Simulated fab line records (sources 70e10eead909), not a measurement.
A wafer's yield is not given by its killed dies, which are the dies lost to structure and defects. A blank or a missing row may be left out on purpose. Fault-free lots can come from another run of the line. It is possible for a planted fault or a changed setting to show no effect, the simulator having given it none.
Matching of chambers -- flow nand_harc -- ald_hk-03 running NHARC_A_CHANNEL_FILL_D1_ALD_25: 4 sister chambers
The step deposits SiOx, target thk 60 nm, pulse time 10 s, ald cycles 600. 4 wafers are shown with their chamber, then 8 later ones without.

== WAFERS, EACH WITH ITS CHAMBER ==
wafer,chamber,heater_power_w (W)
L129.5,3,471
L130.4,0,532
L130.6,2,426
L135.1,1,451

== WAFERS WITH NO CHAMBER GIVEN ==
wafer,heater_power_w (W)
L135.2,458
L135.3,549
L136.1,450
L136.2,453
L136.6,457
L137.1,441
L137.2,511
L137.3,485

== WHICH CHAMBER EACH WENT THROUGH ==
wafer,from the rows above,in truth
L135.2,can't be placed: 1 or 3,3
L135.3,0,0
L136.1,can't be placed: 1 or 3 or 2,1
L136.2,can't be placed: 1 or 3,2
L136.6,can't be placed: 1 or 3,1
L137.1,can't be placed: 1 or 2 or 3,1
L137.2,can't be placed: 0 or 3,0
L137.3,can't be placed: 3 or 1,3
Correct placement for 1 of the 8. These rows do not allow placing 7 (true chamber among the candidates in 6). Number placed wrongly: 0.
How it was worked out, from the rows above alone: a wafer's distance from a chamber is the root of the sum, over the readings, of the square of ((its reading less the chamber's mean) divided by the reading's scatter). The wafer belongs to the nearest chamber; if the next one is less than 2 further off, it can't be placed. For every chamber, the mean is computed from those of its wafers that are shown. The scatter: root of mean squared gap, hidden wafer to nearest shown wafer, with one shown wafer a chamber.
